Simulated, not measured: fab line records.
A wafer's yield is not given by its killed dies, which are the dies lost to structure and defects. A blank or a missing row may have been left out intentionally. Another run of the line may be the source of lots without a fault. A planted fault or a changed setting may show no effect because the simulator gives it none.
fab line records    flow nand-harc
record lots=7  wafers=21  last-day=23
route steps=1159 shown A_ONON_D1@438 A_CHANNEL_HOLE_D1@450 END@1159
lots that met no fault: from a run of the same line without faults
start-h: start of the lot's first displayed wafer, in hours after the record's first day    wait-h: hours since the lot's step before    " the same as in the row above    L1.1+2: a row that stands for several wafers    - no value present, or no start provided    * or withheld: withheld    < > ~ a bound
route shown NAME@n: NAME is a module with steps in the file, n the number in the route of the first one    usual: mean/standard deviation of fault-free wafers    same: alike in all rows    chamber/n: place in a boat    sites: readings site by site    _std_site: their standard deviation    _edge_site: the outer-site mean with the inner-site mean subtracted    radius-mm: for every site, how far away it sits from the centre of the wafer    mask NAME#n: copy n    behind: tool/chamber where the wafer was last shaped    hold: why the lot was held/for how many hours/how that ended    device: names the non-switching transistor (n, p or np)    end of line: the tests these same wafers got at the end of their route    a step with no rows: only its recipe    killed: dies lost to structure and defects at the first sort, not the wafer's yield    map: per-die view of a wafer (x killed, . not killed, _ where there is no die)
set.NAME: the setting that was run; set.NAME@STEP: the one run at that earlier step    model.NAME: the simulator's own value behind a step, which no gauge read
lots at selected steps of the route; one table per step, one row per wafer
services: a tool's chamber out of use, with start hour (start-h, from the record's first day; less than 0 if before it), hours out, and reason
## steps
# step NHARC_A_ONON_D1_DEP_19
# recipe target-thk-a=10000  n2-flow-sccm=2750  n2o-flow-sccm=2000  nh3-flow-sccm=500  sih4-flow-sccm=210  temp-c=400
# step NHARC_A_ONON_D1_THK_MEAS_21
# recipe thk-meas-gauge=ellipsometry
# usual thk-nm=999/9.1
lot.wafer  tool           chamber  start-h  wait-h  thk-nm
L427.1     film-metro-01  -        162.58   -       999
L427.2     "              -        "        "       998
L427.5     "              -        "        "       998
L431.2     film-metro-02  -        201.16   -       983
L431.3     "              -        "        "       984
L431.4     "              -        "        "       983
L436.1     film-metro-02  -        222.88   -       995
L436.5     "              -        "        "       994
L436.6     "              -        "        "       995
L435.2     film-metro-01  -        222.90   -       998
L435.4     "              -        "        "       996
L435.6     "              -        "        "       995
L438.1     film-metro-02  -        248.65   -       998
L438.3     "              -        "        "       1000
L438.4     "              -        "        "       1001
L440.3     film-metro-02  -        254.93   -       1005
L440.5     "              -        "        "       1005
L440.6     "              -        "        "       1004
L443.1     film-metro-02  -        268.46   -       986
L443.2     "              -        "        "       985
L443.4     "              -        "        "       986
# step NHARC_A_ONON_D1_DEP_22
# recipe target-thk-a=10000  n2-flow-sccm=2750  n2o-flow-sccm=2000  nh3-flow-sccm=500  sih4-flow-sccm=210  temp-c=400
# step NHARC_A_ONON_D1_THK_MEAS_24
# recipe thk-meas-gauge=ellipsometry
# usual thk-nm=1000/9.5
lot.wafer  tool           chamber  start-h  wait-h  thk-nm
L427.1     film-metro-01  -        163.15   -       1003
L427.2     "              -        "        "       1002
L427.5     "              -        "        "       1003
L431.2     film-metro-01  -        201.74   -       995
L431.3     "              -        "        "       996
L431.4     "              -        "        "       994
L436.1     film-metro-02  -        223.45   -       1001
L436.5     "              -        "        "       1001
L436.6     "              -        "        "       1002
L435.2     film-metro-01  -        223.47   -       1012
L435.4     "              -        "        "       1016
L435.6     "              -        "        "       1015
L438.1     film-metro-02  -        249.22   -       996
L438.3     "              -        "        "       994
L438.4     "              -        "        "       996
L440.3     film-metro-01  -        255.49   -       1008
L440.5     "              -        "        "       1009
L440.6     "              -        "        "       1010
L443.1     film-metro-01  -        269.03   -       1000
L443.2     "              -        "        "       1001
L443.4     "              -        "        "       1000
# step NHARC_A_ONON_D1_DEP_25
# recipe target-thk-a=10000  n2-flow-sccm=2750  n2o-flow-sccm=2000  nh3-flow-sccm=500  sih4-flow-sccm=210  temp-c=400
# step NHARC_A_ONON_D1_THK_MEAS_27
# recipe thk-meas-gauge=ellipsometry
# usual thk-nm=1001/11
lot.wafer  tool           chamber  start-h  wait-h  thk-nm
L427.1     film-metro-01  -        163.71   -       1001
L427.2     "              -        "        "       1001
L427.5     "              -        "        "       1000
L431.2     film-metro-01  -        202.34   -       1019
L431.3     "              -        "        "       1018
L431.4     "              -        "        "       1020
L436.1     film-metro-02  -        224.02   -       1000
L436.5     "              -        "        "       999
L436.6     "              -        "        "       1001
L435.2     film-metro-01  -        224.03   -       997
L435.4     "              -        "        "       998
L435.6     "              -        "        "       996
L438.1     film-metro-01  -        249.78   -       995
L438.3     "              -        "        "       995
L438.4     "              -        "        "       996
L440.3     film-metro-02  -        256.06   -       984
L440.5     "              -        "        "       985
L440.6     "              -        "        "       983
L443.1     film-metro-01  -        269.59   -       1003
L443.2     "              -        "        "       1002
L443.4     "              -        "        "       1002
# step NHARC_A_ONON_D1_DEP_28
# recipe target-thk-a=10000  n2-flow-sccm=2750  n2o-flow-sccm=2000  nh3-flow-sccm=500  sih4-flow-sccm=210  temp-c=400
# step NHARC_A_ONON_D1_THK_MEAS_30
# recipe thk-meas-gauge=ellipsometry
# usual thk-nm=1002/10
lot.wafer  tool           chamber  start-h  wait-h  thk-nm
L427.1     film-metro-02  -        164.28   -       999
L427.2     "              -        "        "       1001
L427.5     "              -        "        "       999
L431.2     film-metro-02  -        202.93   -       1009
L431.3     "              -        "        "       1008
L431.4     "              -        "        "       1009
L436.1     film-metro-02  -        224.61   -       1016
L436.5     "              -        "        "       1016
L436.6     "              -        "        "       1015
L435.2     film-metro-01  -        224.62   -       994
L435.4     "              -        "        "       993
L435.6     "              -        "        "       994
L438.1     film-metro-01  -        250.35   -       1004
L438.3     "              -        "        "       1003
L438.4     "              -        "        "       1006
L440.3     film-metro-01  -        256.65   -       991
L440.5     "              -        "        "       992
L440.6     "              -        "        "       991
L443.1     film-metro-01  -        270.17   -       1020
L443.2     "              -        "        "       1020
L443.4     "              -        "        "       1021
# step NHARC_A_ONON_D1_DEP_33
# recipe target-thk-a=2000  temp-c=400  pressure-torr=6.5  rf-w=900  teos-flow-sccm=161.4  flow-sccm=2650  target-thk-nm=200  gas=O2  material=SiO2
# usual heater-power-w=553/82  mfc-precursor-sccm=161.5/0.46  throttle-valve-pct=15.8/0.45
lot.wafer  tool      chamber  start-h  wait-h  heater-power-w  mfc-precursor-sccm  throttle-valve-pct
L427.2     pecvd-04  2        164.33   0.1     574             161.0               16.2
L427.1     "         1        "        "       676             161.6               15.9
L427.5     "         0        "        "       727             162.4               15.1
L431.2     pecvd-03  1        203.05   0.1     643             161.5               16.0
L431.3     "         2        "        "       495             161.2               15.6
L431.4     "         0        "        "       543             161.0               15.3
L436.1     pecvd-03  1        224.76   0.1     662             161.4               16.0
L436.5     "         2        "        "       462             161.8               15.7
L436.6     "         0        "        "       529             161.5               15.4
L435.2     pecvd-02  1        224.77   0.1     484             161.6               16.0
L435.6     "         2        "        "       621             162.0               15.9
L435.4     "         1        "        "       499             161.9               16.1
L438.1     pecvd-04  1        250.48   0.1     573             161.3               15.2
L438.3     "         0        "        "       597             161.2               15.2
L438.4     "         1        "        "       578             160.7               15.1
L440.3     pecvd-03  2        256.80   0.1     408             161.6               15.4
L440.5     "         0        "        "       538             161.1               15.4
L440.6     "         2        "        "       415             162.0               15.6
L443.1     pecvd-02  0        270.50   0.3     451             161.3               16.8
L443.2     "         1        "        "       407             160.8               16.1
L443.4     "         2        "        "       585             160.6               15.8
# step NHARC_A_ONON_D1_THK_MEAS_34
# recipe thk-meas-gauge=ellipsometry
# usual thk-nm=200.0/2.7
lot.wafer  tool           chamber  start-h  wait-h  thk-nm
L427.1     film-metro-01  -        164.74   -       198.1
L427.2     "              -        "        "       197.0
L427.5     "              -        "        "       204.0
L431.2     film-metro-02  -        203.47   -       197.5
L431.3     "              -        "        "       199.9
L431.4     "              -        "        "       201.5
L436.1     film-metro-01  -        225.08   -       197.0
L436.5     "              -        "        "       201.6
L436.6     "              -        "        "       204.3
L435.2     film-metro-01  -        225.10   -       199.0
L435.4     "              -        "        "       201.0
L435.6     "              -        "        "       202.5
L438.1     film-metro-02  -        250.96   0.4     198.8
L438.3     "              -        "        "       205.0
L438.4     "              -        "        "       199.0
L440.3     film-metro-01  -        257.13   -       202.1
L440.5     "              -        "        "       202.5
L440.6     "              -        "        "       203.1
L443.1     film-metro-01  -        270.87   -       196.5
L443.2     "              -        "        "       196.2
L443.4     "              -        "        "       195.3
# step NHARC_A_ONON_D1_INSPECT_32
# usual raw-defect-count=77/27
lot.wafer  tool               chamber  start-h  wait-h  raw-defect-count
L427.1     defect-inspect-01  -        164.81   0.0     67
L427.2     "                  -        "        "       81
L427.5     "                  -        "        "       68
L431.2     defect-inspect-02  -        203.53   0.0     41
L431.3     "                  -        "        "       61
L431.4     "                  -        "        "       78
L435.2     defect-inspect-02  -        225.16   0.0     76
L435.4     "                  -        "        "       54
L435.6     "                  -        "        "       53
L436.1     defect-inspect-01  -        225.16   0.0     78
L436.5     "                  -        "        "       80
L436.6     "                  -        "        "       82
L438.1     defect-inspect-01  -        251.02   0.0     86
L438.3     "                  -        "        "       46
L438.4     "                  -        "        "       109
L440.3     defect-inspect-01  -        257.19   0.0     95
L440.5     "                  -        "        "       69
L440.6     "                  -        "        "       92
L443.1     defect-inspect-01  -        270.93   0.0     36
L443.2     "                  -        "        "       56
L443.4     "                  -        "        "       74
# step NHARC_A_CHANNEL_HOLE_D1_DEP_00
# recipe target-thk-a=31000  temp-c=400  material=aC
# usual throttle-valve-pct=34.999/0.0094
lot.wafer  tool        chamber  start-h  wait-h  throttle-valve-pct
L427.1     acl-dep-02  0        166.75   1.9     35.001
L427.2     "           0        "        "       34.993
L427.5     "           0        "        "       35.005
L431.2     acl-dep-03  0        203.92   0.4     34.997
L431.3     "           0        "        "       34.990
L431.4     "           0        "        "       34.998
L435.2     acl-dep-01  0        225.54   0.4     34.987
L435.4     "           0        "        "       34.995
L435.6     "           0        "        "       34.995
L436.1     acl-dep-02  0        226.32   1.1     35.011
L436.5     "           0        227.58   2.4     34.997
L436.6     "           0        "        "       34.991
L436.1     acl-dep-01  0        228.87   2.2     35.008
L436.5     "           0        230.14   2.2     35.014
L436.6     "           0        "        "       34.995
L438.1     acl-dep-03  0        252.26   1.2     35.012
L438.3     "           0        "        "       34.989
L438.4     "           0        "        "       35.006
L440.3     acl-dep-02  0        257.89   0.7     34.994
L440.5     "           0        "        "       34.991
L440.6     "           0        "        "       35.006
L440.3     acl-dep-02  0        260.00   1.8     35.001
L440.5     "           0        "        "       35.010
L440.6     "           0        "        "       35.001
L443.1     acl-dep-01  0        271.93   1.0     35.013
L443.2     "           0        "        "       35.004
L443.4     "           0        "        "       34.981
L443.1     acl-dep-03  0        274.76   2.5     35.011
L443.2     "           0        "        "       34.999
L443.4     "           0        "        "       35.014
# step NHARC_A_CHANNEL_HOLE_D1_DEP_01
# recipe target-thk-a=1400  target-thk-nm=140  temp-c=400  pressure-torr=3.5  flow-sccm=200  rf-w=350  material=SiON
# usual heater-power-w=725/92
lot.wafer  tool      chamber  start-h  wait-h  heater-power-w
L427.2     pecvd-04  0        168.68   1.3     925
L427.1     "         1        "        "       794
L427.5     "         0        "        "       932
L431.2     pecvd-02  2        205.64   1.4     780
L431.3     "         1        "        "       680
L431.4     "         1        "        "       560
L435.2     pecvd-02  2        227.20   1.3     810
L435.6     "         2        "        "       805
L435.4     "         0        "        "       661
L436.1     pecvd-02  2        231.07   1.9     811
L436.5     "         2        "        "       816
L436.6     "         0        "        "       602
L438.1     pecvd-01  2        254.18   1.6     731
L438.3     "         1        "        "       772
L438.4     "         0        "        "       626
L440.3     pecvd-02  1        261.52   1.2     590
L440.5     "         1        "        "       599
L440.6     "         2        "        "       805
L443.2     pecvd-02  1        276.75   1.4     681
L443.1     "         2        "        "       741
L443.4     "         1        "        "       680
# step NHARC_END_SORT_01
# recipe temp-c=25
# usual killed-at-array=29/13  killed-at-other=0.7/1  killed-at-periphery=3.2/2.3  killed-dies=33/13  killed-open=3.3/1.7  killed-short=2.0/1.5
# same gross-dies=677
lot.wafer  tool       chamber  start-h  wait-h  killed-at-array  killed-at-other  killed-at-periphery  killed-dies  killed-open  killed-short
L427.1     prober-01  0        446.89   2.5     33               1                5                    39           7            1
L427.2     prober-01  0        447.69   2.8     20               2                5                    27           1            1
L427.5     prober-01  0        450.07   3.7     20               0                7                    27           7            2
L431.2     prober-01  0        479.39   2.8     13               0                1                    14           3            0
L431.3     prober-01  0        480.20   3.1     6                1                0                    7            3            0
L431.4     prober-01  0        481.00   3.4     17               0                3                    20           3            2
L435.2     prober-02  0        506.42   2.8     54               0                1                    55           3            4
L435.4     prober-02  0        508.00   3.4     40               1                3                    44           3            5
L435.6     prober-02  0        509.58   3.9     39               1                3                    43           3            10
L438.1     prober-02  0        521.13   2.4     29               0                0                    29           1            0
L438.3     prober-02  0        522.74   3.1     29               0                1                    30           0            1
L438.4     prober-02  0        523.55   3.4     20               0                2                    22           1            2
L440.3     prober-01  0        531.34   3.1     671              3                3                    677          3            2
L440.5     prober-01  0        532.99   3.8     672              3                2                    677          2            4
L440.6     prober-01  0        533.81   4.1     671              3                3                    677          1            2
L436.1     prober-01  0        532.55   2.5     672              1                4                    677          5            1
L436.5     prober-01  0        535.78   3.7     663              1                13                   677          3            3
L436.6     prober-01  0        536.58   4.0     672              1                4                    677          2            2
L443.1     prober-02  0        544.13   2.5     674              1                2                    677          2            3
L443.2     prober-02  0        544.92   2.7     676              1                0                    677          2            0
L443.4     prober-02  0        546.50   3.3     676              0                1                    677          6            2
# killed by level:class
L427.1 A_CHANNEL_HOLE_D1:chamber-film-flake=16 A_STAIRCASE:chamber-film-flake=5 A_CHANNEL_FILL_D1:geometric-particle:open=3 A_CONTACT:geometric-particle:open=2 P_CONTACT:chamber-film-flake=2 P_M2:chamber-film-flake=2 A_ZERO_WELL:chamber-film-flake=2 P_M0:geometric-particle:open=1
L427.2 A_CHANNEL_HOLE_D1:chamber-film-flake=10 A_SLIT:unspecified=3 P_CONTACT:chamber-film-flake=2 P_M2:chamber-film-flake=2 A_CHANNEL_FILL_D1:chamber-film-flake=2 A_STAIRCASE:chamber-film-flake=2 A_CONTACT:chamber-film-flake=2 THIN_TSV:chamber-film-flake=2
L427.5 A_CHANNEL_HOLE_D1:chamber-film-flake=8 P_M2:chamber-film-flake=3 A_CONTACT:chamber-film-flake=2 P_CONTACT:geometric-particle:open=1 P_M2:geometric-particle:short=1 A_ONON_D1:geometric-particle:open=1 A_CHANNEL_FILL_D1:geometric-particle:open=1 A_SGD_CUT:geometric-particle:open=1
L431.2 A_STAIRCASE:chamber-film-flake=4 A_CONTACT:chamber-film-flake=4 A_SGD_CUT:geometric-particle:open=1 A_CONTACT:geometric-particle:open=1 A_M0:geometric-particle:open=1 P_STI:chamber-film-flake=1 A_CHANNEL_FILL_D1:chamber-film-flake=1 A_SLIT:chamber-film-flake=1
L431.3 A_STAIRCASE:chamber-film-flake=2 A_CHANNEL_FILL_D1:geometric-particle:open=1 A_CONTACT:geometric-particle:open=1 A_BLC:geometric-particle:open=1 A_CONTACT:chamber-film-flake=1 THIN_TSV:chamber-film-flake=1
L431.4 A_STAIRCASE:chamber-film-flake=7 A_CONTACT:chamber-film-flake=4 A_CONTACT:geometric-particle:open=2 P_CONTACT:geometric-particle:open=1 P_M0:geometric-particle:short=1 A_WL_FILL:geometric-particle:short=1 P_ZERO_WELL:chamber-film-flake=1 A_CHANNEL_HOLE_D1:chamber-film-flake=1
L435.2 A_CHANNEL_HOLE_D1:chamber-film-flake=16 A_SLIT:chamber-film-flake=15 A_STAIRCASE:chamber-film-flake=8 A_CONTACT:chamber-film-flake=6 A_CHANNEL_FILL_D1:geometric-particle:open=2 A_CHANNEL_FILL_D1:geometric-particle:short=1 A_WL_FILL:geometric-particle:short=1 A_CONTACT:geometric-particle:short=1
L435.4 A_CHANNEL_HOLE_D1:chamber-film-flake=16 A_SLIT:chamber-film-flake=13 A_CONTACT:chamber-film-flake=4 A_CHANNEL_FILL_D1:geometric-particle:short=2 P_M1:geometric-particle:open=1 A_CHANNEL_FILL_D1:geometric-particle:open=1 A_SGD_CUT:geometric-particle:short=1 A_M0:geometric-particle:short=1
L435.6 A_CHANNEL_HOLE_D1:chamber-film-flake=15 A_SLIT:chamber-film-flake=10 A_ONON_D1:geometric-particle:short=2 A_CHANNEL_FILL_D1:geometric-particle:short=2 A_ZERO_WELL:chamber-film-flake=2 P_CONTACT:geometric-particle:short=1 P_M0:geometric-particle:short=1 P_M0:geometric-particle:open=1
L438.1 A_CHANNEL_HOLE_D1:chamber-film-flake=21 A_CONTACT:chamber-film-flake=6 A_M1:geometric-particle:open=1 A_STAIRCASE:chamber-film-flake=1
L438.3 A_CHANNEL_HOLE_D1:chamber-film-flake=21 A_CONTACT:chamber-film-flake=7 A_CHANNEL_FILL_D1:geometric-particle:short=1 P_M1:chamber-film-flake=1
L438.4 A_CHANNEL_HOLE_D1:chamber-film-flake=13 A_STAIRCASE:chamber-film-flake=2 A_CONTACT:chamber-film-flake=2 P_GATE:geometric-particle:short=1 A_CONTACT:geometric-particle:short=1 A_CONTACT:geometric-particle:open=1 P_STI:chamber-film-flake=1 A_BONDPAD:chamber-film-flake=1
L440.3 A_CHANNEL_HOLE_D1:area-dep=653 A_CHANNEL_HOLE_D1:chamber-film-flake=6 A_STAIRCASE:chamber-film-flake=6 THIN_TSV:chamber-film-flake=3 A_CONTACT:chamber-film-flake=2 P_STI:geometric-particle:open=1 P_M0:geometric-particle:open=1 A_CHANNEL_HOLE_D1:geometric-particle:short=1
L436.1 A_CHANNEL_HOLE_D1:area-dep=642 A_STAIRCASE:chamber-film-flake=9 A_BLC:chamber-film-flake=5 A_BONDPAD:chamber-film-flake=5 A_CHANNEL_HOLE_D1:chamber-film-flake=3 A_CHANNEL_HOLE_D1:geometric-particle:open=2 P_ZERO_WELL:chamber-film-flake=2 P_M1:chamber-film-flake=2
L440.5 A_CHANNEL_HOLE_D1:area-dep=659 A_CHANNEL_HOLE_D1:chamber-film-flake=6 THIN_TSV:chamber-film-flake=3 A_WL_FILL:geometric-particle:short=2 P_M1:geometric-particle:short=1 A_ONON_D1:geometric-particle:short=1 A_WL_FILL:geometric-particle:open=1 A_M0:geometric-particle:open=1
L440.6 A_CHANNEL_HOLE_D1:area-dep=661 A_CONTACT:chamber-film-flake=5 A_CHANNEL_HOLE_D1:chamber-film-flake=3 THIN_TSV:chamber-film-flake=3 P_CONTACT:geometric-particle:short=1 P_M2:geometric-particle:short=1 A_CONTACT:geometric-particle:open=1 P_STI:chamber-film-flake=1
L436.5 A_CHANNEL_HOLE_D1:area-dep=648 P_ZERO_WELL:chamber-film-flake=7 P_M1:chamber-film-flake=4 A_STAIRCASE:chamber-film-flake=4 A_CONTACT:chamber-film-flake=3 P_CONTACT:geometric-particle:open=1 A_SOURCE_PLATE:geometric-particle:short=1 A_CHANNEL_FILL_D1:geometric-particle:open=1
L436.6 A_CHANNEL_HOLE_D1:area-dep=645 A_CHANNEL_HOLE_D1:chamber-film-flake=8 A_STAIRCASE:chamber-film-flake=7 A_BLC:chamber-film-flake=3 A_BONDPAD:chamber-film-flake=3 A_WL_FILL:chamber-film-flake=2 A_CONTACT:chamber-film-flake=2 P_CONTACT:geometric-particle:open=1
L443.1 A_CHANNEL_HOLE_D1:area-dep=650 A_SLIT:chamber-film-flake=11 A_CHANNEL_HOLE_D1:chamber-film-flake=5 A_CONTACT:chamber-film-flake=3 P_M0:geometric-particle:short=1 A_CHANNEL_HOLE_D1:geometric-particle:open=1 A_CHANNEL_FILL_D1:geometric-particle:short=1 A_WL_FILL:geometric-particle:short=1
L443.2 A_CHANNEL_HOLE_D1:area-dep=661 A_SLIT:chamber-film-flake=9 A_CHANNEL_HOLE_D1:chamber-film-flake=2 A_SOURCE_PLATE:geometric-particle:open=1 A_CHANNEL_HOLE_D1:geometric-particle:open=1 A_WL_FILL:chamber-film-flake=1 A_CONTACT:chamber-film-flake=1 THIN_TSV:chamber-film-flake=1
L443.4 A_CHANNEL_HOLE_D1:area-dep=638 A_SLIT:chamber-film-flake=20 A_CONTACT:chamber-film-flake=7 A_CONTACT:geometric-particle:open=4 A_CHANNEL_HOLE_D1:chamber-film-flake=2 A_ONON_D1:geometric-particle:open=1 A_CHANNEL_HOLE_D1:geometric-particle:open=1 A_CHANNEL_HOLE_D1:geometric-particle:short=1
# map L436.1 (x killed, . not)
____________x____________
_________xxxxxxx_________
_______xxxxxxxxxxx_______
______xxxxxxxxxxxxx______
_____xxxxxxxxxxxxxxx_____
____xxxxxxxxxxxxxxxxx____
____xxxxxxxxxxxxxxxxx____
___xxxxxxxxxxxxxxxxxxx___
___xxxxxxxxxxxxxxxxxxx___
__xxxxxxxxxxxxxxxxxxxxx__
__xxxxxxxxxxxxxxxxxxxxx__
_xxxxxxxxxxxxxxxxxxxxxxx_
_xxxxxxxxxxxxxxxxxxxxxxx_
_xxxxxxxxxxxxxxxxxxxxxxx_
_xxxxxxxxxxxxxxxxxxxxxxx_
_xxxxxxxxxxxxxxxxxxxxxxx_
xxxxxxxxxxxxxxxxxxxxxxxxx
xxxxxxxxxxxxxxxxxxxxxxxxx
xxxxxxxxxxxxxxxxxxxxxxxxx
xxxxxxxxxxxxxxxxxxxxxxxxx
xxxxxxxxxxxxxxxxxxxxxxxxx
_xxxxxxxxxxxxxxxxxxxxxxx_
_xxxxxxxxxxxxxxxxxxxxxxx_
_xxxxxxxxxxxxxxxxxxxxxxx_
_xxxxxxxxxxxxxxxxxxxxxxx_
_xxxxxxxxxxxxxxxxxxxxxxx_
__xxxxxxxxxxxxxxxxxxxxx__
__xxxxxxxxxxxxxxxxxxxxx__
___xxxxxxxxxxxxxxxxxxx___
___xxxxxxxxxxxxxxxxxxx___
____xxxxxxxxxxxxxxxxx____
____xxxxxxxxxxxxxxxxx____
_____xxxxxxxxxxxxxxx_____
______xxxxxxxxxxxxx______
_______xxxxxxxxxxx_______
_________xxxxxxx_________
____________x____________
# map L440.3 (x killed, . not)
____________x____________
_________xxxxxxx_________
_______xxxxxxxxxxx_______
______xxxxxxxxxxxxx______
_____xxxxxxxxxxxxxxx_____
____xxxxxxxxxxxxxxxxx____
____xxxxxxxxxxxxxxxxx____
___xxxxxxxxxxxxxxxxxxx___
___xxxxxxxxxxxxxxxxxxx___
__xxxxxxxxxxxxxxxxxxxxx__
__xxxxxxxxxxxxxxxxxxxxx__
_xxxxxxxxxxxxxxxxxxxxxxx_
_xxxxxxxxxxxxxxxxxxxxxxx_
_xxxxxxxxxxxxxxxxxxxxxxx_
_xxxxxxxxxxxxxxxxxxxxxxx_
_xxxxxxxxxxxxxxxxxxxxxxx_
xxxxxxxxxxxxxxxxxxxxxxxxx
xxxxxxxxxxxxxxxxxxxxxxxxx
xxxxxxxxxxxxxxxxxxxxxxxxx
xxxxxxxxxxxxxxxxxxxxxxxxx
xxxxxxxxxxxxxxxxxxxxxxxxx
_xxxxxxxxxxxxxxxxxxxxxxx_
_xxxxxxxxxxxxxxxxxxxxxxx_
_xxxxxxxxxxxxxxxxxxxxxxx_
_xxxxxxxxxxxxxxxxxxxxxxx_
_xxxxxxxxxxxxxxxxxxxxxxx_
__xxxxxxxxxxxxxxxxxxxxx__
__xxxxxxxxxxxxxxxxxxxxx__
___xxxxxxxxxxxxxxxxxxx___
___xxxxxxxxxxxxxxxxxxx___
____xxxxxxxxxxxxxxxxx____
____xxxxxxxxxxxxxxxxx____
_____xxxxxxxxxxxxxxx_____
______xxxxxxxxxxxxx______
_______xxxxxxxxxxx_______
_________xxxxxxx_________
____________x____________
## services
tool        chamber  start-h  hours  kind
pecvd-02    -        153.00   13.0   pm
pecvd-02    0        153.00   13.0   vent-cycle
pecvd-02    1        153.00   13.0   vent-cycle
pecvd-02    2        153.00   13.0   vent-cycle
pecvd-02    0        166.00   -      clean
pecvd-02    1        166.00   -      clean
pecvd-02    2        166.00   -      clean
acl-dep-02  -        170.55   13.0   pm
pecvd-04    -        195.00   13.0   pm
pecvd-04    0        195.00   13.0   vent-cycle
pecvd-04    1        195.00   13.0   vent-cycle
pecvd-04    2        195.00   13.0   vent-cycle
pecvd-04    0        208.00   -      clean
pecvd-04    1        208.00   -      clean
pecvd-04    2        208.00   -      clean
pecvd-02    -        210.38   1.4    repair
acl-dep-03  -        223.97   13.0   pm
pecvd-02    2        232.57   -      calibration
pecvd-01    -        237.21   13.0   pm
pecvd-01    0        237.21   13.2   vent-cycle
pecvd-01    1        237.21   13.0   vent-cycle
pecvd-01    2        237.21   13.0   vent-cycle
pecvd-04    2        250.01   4.5    repair
pecvd-01    1        250.21   -      clean
## key
first-sign step=NHARC_A_CHANNEL_HOLE_D1_DEP_00  reading=visit  direction=added
effect step=NHARC_END_SORT_01  reading=killed-at-array  direction=up  sigmas=50  usual=29  struck=672
more-kills-born-at NHARC_A_CHANNEL_HOLE_D1_DEP_00@acl-dep-02=1973  NHARC_A_CHANNEL_HOLE_D1_DEP_00@acl-dep-03=1949  NHARC_A_CHANNEL_HOLE_D1_DEP_00@acl-dep-01=1936
met-at NHARC_A_CHANNEL_HOLE_D1_DEP_00
struck-wafers L436.1,L436.5,L436.6,L440.3,L440.5,L440.6,L443.1,L443.2,L443.4
later-rows-left-out L436.1,L436.5,L436.6,L440.3,L440.5,L440.6,L443.1,L443.2,L443.4
tester-left-out L436,L440,L443
fault kind=repeated-step-whole  tool=acl-dep-01,acl-dep-02,acl-dep-03  chamber=-  onset-h=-  steps=NHARC_A_CHANNEL_HOLE_D1_DEP_00  times=1  scope=struck-lots-only
# tester-left-out: of these lots the tester's yield and bins aren't shown, on N5 and GAA mostly nor the transistor test; their killed dies are dies lost to structure and defects alone, not to doping, threshold or leakage, so they don't give the yield
# later-rows-left-out: the simulator's readings of these wafers behind a module that went badly wrong aren't trusted and aren't shown, but for the sort
